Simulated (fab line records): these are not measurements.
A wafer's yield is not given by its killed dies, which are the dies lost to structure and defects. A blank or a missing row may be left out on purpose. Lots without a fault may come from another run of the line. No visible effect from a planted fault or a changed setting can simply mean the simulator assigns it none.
fab line records	flow n5-finfet	part 2 of 2: steps 25 to 29 of 29
record lots=5	wafers=15	last-day=17
route steps=1938 shown MIM_TOP_LITHO@1841 MIM_TOP_ETCH@1851 MIM_BOT_LITHO@1854 MIM_BOT_ETCH@1866
lots that met no fault: from a run of the same line without faults
start-h: hours from the record's opening day to when the first of the lot's shown wafers began	wait-h: time in hours since the lot's previous step	" as in the row above	L1.1+2: a single row standing in for several wafers	- no value present, or no start provided	* or withheld: withheld	< > ~ a bound
route shown NAME@n: names a module that has steps shown in the file, with the first one's number in the route	usual: mean/standard deviation taken from wafers without a fault	same: alike in all rows	chamber/n: place in a boat	sites: the reading at each site	_std_site: the values' standard deviation	_edge_site: inner sites' mean taken away from outer sites' mean	radius-mm: for every site, how far away it sits from the centre of the wafer	mask NAME#n: copy n	behind: tool/chamber where the wafer was last shaped	hold: what put the lot on hold/how long, in hours/how the hold closed	device: names the non-switching transistor (n, p or np)	end of line: tests run on the same wafers once the route is complete	a step given without rows: its recipe and nothing more	killed: dies that structure and defects cost at the first sort, which is not the same as the wafer's yield	map: a wafer's dies, marking killed ones x, the rest . and places with no die _
set.NAME: the run value of the setting; set.NAME@STEP: its run value at that earlier step	model.NAME: the simulator's own value behind a step, which no gauge read
a table for each step, a row for each wafer; lots at some steps of the route
services: a tool's chamber out of use, with start hour (start-h, from the record's first day; less than 0 if before it), hours out, and reason
## steps
# step N5_MIM_BOT_LITHO_DESCUM_10
# recipe chemistry=O2	time-s=7.9	source-power-w=50	bias-power-w=20	pressure-mtorr=20	rf-frequency-hz=2.712e+07	temp-c=40	o2-flow-sccm=225
# usual drypump-motor-current-A=5.6/0.42	oes-product-au=0.81/0.086	rf-vpp-V=243.4/1.8	showerhead-plenum-p-Torr=2.11/0.096	throttle-valve-pct=20.50/0.25
lot.wafer	tool	chamber	start-h	wait-h	drypump-motor-current-A	oes-product-au	rf-hours-counter-h	rf-vpp-V	showerhead-plenum-p-Torr	throttle-valve-pct
L076.2	rie-diel-06	3	271.28	0.4	6.3	0.85	66	243.2	2.03	20.21
L076.3	"	1	"	"	6.3	0.90	33	246.1	2.23	20.62
L076.5	"	3	"	"	6.3	0.86	-	242.7	2.03	20.21
L078.2	rie-diel-06	3	279.84	0.2	6.3	0.84	69	242.6	2.03	20.23
L078.3	"	2	"	"	5.9	0.66	242	242.6	2.06	20.64
L078.5	"	1	"	"	6.3	0.89	-	244.4	2.23	20.61
L086.1	rie-diel-01	1	350.96	0.0	5.3	0.73	192	240.3	2.00	20.78
L086.2	"	0	"	"	5.0	0.90	34	245.7	2.22	20.14
L086.3	"	3	"	"	5.6	0.82	69	242.5	2.12	20.45
L089.2	rie-diel-01	1	371.64	0.0	5.3	0.73	200	242.2	2.00	20.78
L089.3	"	0	"	"	5.0	0.89	41	245.5	2.21	20.14
L089.5	"	2	"	"	4.9	0.68	-	240.2	1.89	20.74
L093.3	rie-diel-01	2	396.40	0.1	4.9	0.99	1	244.8	2.24	20.37
L093.5	"	3	"	"	5.6	0.80	-	242.4	2.12	20.51
L093.6	"	0	"	"	5.0	0.89	-	244.8	2.21	20.16
# step N5_MIM_BOT_ETCH_ETCH_04
# recipe chemistry=CF4/O2	target=SiNx	target-depth-a=260	time-s=13	ion-energy-ev=100	pressure-mtorr=40	source-w=535	bias-w=49	Ar_flow_sccm=100	cf4-flow-sccm=100	O2_flow_sccm=10
# usual drypump-motor-current-A=5.6/0.42	mfc-ar-sccm=100.01/0.3	oes-product-au=0.80/0.086	rf-vpp-V=241.0/1.9	showerhead-plenum-p-Torr=2.22/0.096	throttle-valve-pct=16.06/0.27
lot.wafer	tool	chamber	start-h	wait-h	drypump-motor-current-A	mfc-ar-sccm	oes-product-au	rf-hours-counter-h	rf-vpp-V	showerhead-plenum-p-Torr	throttle-valve-pct
L076.2	rie-diel-06	3	271.35	0.0	6.3	100.36	0.86	66	242.8	2.15	15.85
L076.3	"	1	"	"	6.3	100.59	0.90	33	241.1	2.33	16.05
L076.5	"	3	"	"	6.3	99.97	0.85	-	242.5	2.15	15.83
L078.2	rie-diel-06	3	279.90	0.0	6.3	100.06	0.84	69	242.2	2.15	15.85
L078.3	"	2	"	"	5.9	99.70	0.67	242	240.8	2.17	16.26
L078.5	"	1	"	"	6.3	99.74	0.90	-	241.4	2.33	16.06
L086.1	rie-diel-01	1	351.03	0.0	5.3	100.37	0.72	192	238.9	2.11	16.29
L086.2	"	0	"	"	5.0	100.07	0.91	34	242.2	2.33	15.69
L086.3	"	3	"	"	5.6	99.95	0.81	69	239.8	2.24	15.98
L089.2	rie-diel-01	1	371.71	0.0	5.3	99.86	0.71	200	237.5	2.10	16.30
L089.3	"	0	"	"	5.0	99.59	0.89	41	243.5	2.33	15.72
L089.5	"	2	"	"	4.9	99.98	0.69	-	237.2	2.02	16.38
L093.3	rie-diel-01	2	396.46	0.0	4.9	100.56	1.00	1	242.8	2.36	15.90
L093.5	"	3	"	"	5.6	99.75	0.80	-	239.7	2.23	16.01
L093.6	"	0	"	"	5.0	99.89	0.88	-	243.5	2.32	15.73
# step N5_MIM_BOT_ETCH_ETCH_03
# recipe chemistry=Cl2/BCl3	target-depth-a=120	pressure-mtorr=8	icp-w=800	bias-w=100	Cl2_flow_sccm=20	bcl3-flow-sccm=80
# usual drypump-motor-current-A=5.85/0.17	he-backside-leak-sccm=3.3/0.34	oes-product-au=0.83/0.078	throttle-valve-pct=27.48/0.27
lot.wafer	tool	chamber	start-h	wait-h	drypump-motor-current-A	he-backside-leak-sccm	oes-product-au	rf-hours-counter-h	throttle-valve-pct
L076.2	rie-metal-03	1	271.43	0.1	5.58	3.3	0.78	35	27.92
L076.3	"	0	"	"	5.82	3.4	0.84	-	27.08
L076.5	"	0	"	"	5.82	3.5	0.84	-	27.09
L078.2	rie-metal-01	0	279.99	0.1	5.98	3.4	0.82	37	27.33
L078.3	"	1	"	"	5.65	3.4	0.65	-	27.84
L078.5	"	1	"	"	5.65	3.3	0.65	-	27.84
L086.1	rie-metal-02	0	351.12	0.1	6.05	3.3	0.83	22	27.36
L086.2	"	1	"	"	5.83	3.0	0.91	12	27.41
L086.3	"	1	"	"	5.82	3.2	0.90	-	27.43
L089.2	rie-metal-03	1	371.81	0.1	5.58	3.1	0.78	42	27.93
L089.3	"	0	"	"	5.85	3.5	0.82	-	27.10
L089.5	"	0	"	"	5.84	3.5	0.81	-	27.10
L093.3	rie-metal-01	1	396.58	0.1	5.66	3.2	0.94	-	27.82
L093.5	"	0	"	"	5.97	3.2	0.79	-	27.33
L093.6	"	1	"	"	5.64	3.1	0.95	-	27.81
# step N5_MIM_BOT_ETCH_ETCH_00
# recipe chemistry=Cl2/BCl3	target=TiN	target-depth-a=455	ion-energy-ev=150	pressure-mtorr=10	icp-w=1000	bias-w=126	Cl2_flow_sccm=53.25	bcl3-flow-sccm=21.75	Ar_flow_sccm=25
# usual drypump-motor-current-A=5.84/0.17	he-backside-leak-sccm=3.26/0.15	mfc-ar-sccm=25.00/0.078	oes-product-au=0.83/0.079	throttle-valve-pct=21.86/0.27
lot.wafer	tool	chamber	start-h	wait-h	drypump-motor-current-A	he-backside-leak-sccm	mfc-ar-sccm	oes-product-au	rf-hours-counter-h	throttle-valve-pct
L076.2	rie-metal-03	1	271.52	0.1	5.59	3.10	25.04	0.80	35	22.30
L076.3	"	0	"	"	5.85	3.43	24.93	0.83	-	21.44
L076.5	"	0	"	"	5.82	3.45	24.98	0.84	-	21.42
L078.2	rie-metal-01	0	280.08	0.1	6.01	3.32	25.02	0.82	38	21.73
L078.3	"	1	"	"	5.65	3.31	25.05	0.65	-	22.27
L078.5	"	1	"	"	5.65	3.20	24.99	0.64	-	22.28
L086.1	rie-metal-02	0	351.21	0.1	6.06	3.31	25.06	0.84	22	21.78
L086.2	"	1	"	"	5.84	3.05	25.03	0.92	12	21.72
L086.3	"	1	"	"	5.84	3.02	25.06	0.93	-	21.72
L089.2	rie-metal-03	1	371.90	0.1	5.59	3.11	25.03	0.79	43	22.31
L089.3	"	0	"	"	5.84	3.48	25.11	0.82	-	21.46
L089.5	"	0	"	"	5.83	3.34	25.05	0.81	-	21.46
L093.3	rie-metal-01	1	396.68	0.1	5.63	3.21	24.95	0.95	-	22.11
L093.5	"	0	"	"	5.99	3.45	25.04	0.79	-	21.77
L093.6	"	1	"	"	5.57	3.62	24.98	0.95	-	22.12
# step N5_MIM_BOT_ETCH_STRIP_01
# recipe chemistry=O2	power-w=600	temp-c=60	pressure-mtorr=30	rf-frequency-hz=6e+07	bias-power-w=0	overash-fraction=0.5	o2-flow-sccm=225
# usual drypump-motor-current-A=5.6/0.36	oes-product-au=0.81/0.092	rf-vpp-V=3.8/1.5	showerhead-plenum-p-Torr=2.10/0.087	throttle-valve-pct=16.72/0.29
lot.wafer	tool	chamber	start-h	wait-h	drypump-motor-current-A	oes-product-au	rf-hours-counter-h	rf-vpp-V	showerhead-plenum-p-Torr	throttle-valve-pct
L076.2	rie-diel-02	1	271.67	0.1	5.5	0.78	130	1.6	2.19	17.03
L076.3	"	3	"	"	5.7	0.71	228	3.0	2.07	16.62
L076.5	"	1	"	"	5.4	0.78	-	7.1	2.19	16.94
L078.2	rie-diel-06	3	280.22	0.1	6.3	0.85	69	2.9	2.03	16.44
L078.3	"	1	"	"	6.3	0.89	35	4.1	2.23	16.79
L078.5	"	2	"	"	5.9	0.66	-	4.4	2.06	16.93
L086.1	rie-diel-02	1	351.35	0.1	5.4	0.75	157	4.3	2.19	16.99
L086.2	"	2	"	"	5.4	0.90	33	1.5	2.05	16.51
L086.3	"	0	"	"	5.9	0.75	181	2.7	2.17	17.02
L089.2	rie-diel-02	2	372.04	0.1	5.4	0.90	41	6.5	2.05	16.58
L089.3	"	3	"	"	5.8	0.99	5	3.1	2.07	16.18
L089.5	"	3	"	"	5.8	0.97	-	2.1	2.07	16.19
L093.3	rie-diel-02	0	396.92	0.2	5.9	0.74	195	2.7	2.17	17.07
L093.5	"	1	"	"	5.4	0.75	-	3.3	2.18	17.05
L093.6	"	2	"	"	5.4	0.89	-	3.4	2.05	16.56
## services
tool	chamber	start-h	hours	kind
krf-scanner-01	-	250.17	1.0	pm
krf-scanner-02	-	261.64	0.9	repair
rie-diel-02	0	263.26	1.9	repair
rie-diel-05	-	265.48	2.8	pm
krf-scanner-02	-	267.29	0.2	repair
pecvd-02	-	287.17	0.9	repair
krf-scanner-02	-	289.98	0.8	pm
rie-metal-03	-	295.10	2.8	pm
krf-scanner-01	-	295.56	3.6	pm
rie-diel-06	1	298.54	10.2	repair
rie-metal-03	-	316.92	0.3	repair
krf-scanner-02	-	322.85	4.0	pm
rie-diel-06	0	323.67	8.7	repair
krf-scanner-01	-	333.72	4.0	pm
krf-scanner-02	-	337.74	1.0	pm
rie-diel-06	-	346.62	0.7	repair
krf-scanner-01	-	351.18	4.4	pm
rie-metal-02	-	353.43	0.3	repair
krf-scanner-01	-	362.44	0.8	pm
krf-scanner-01	-	368.57	1.3	pm
rie-diel-02	0	369.51	5.4	repair
rie-diel-06	1	370.57	4.1	repair
krf-scanner-02	-	386.12	1.3	pm
rie-metal-02	-	394.41	0.6	repair
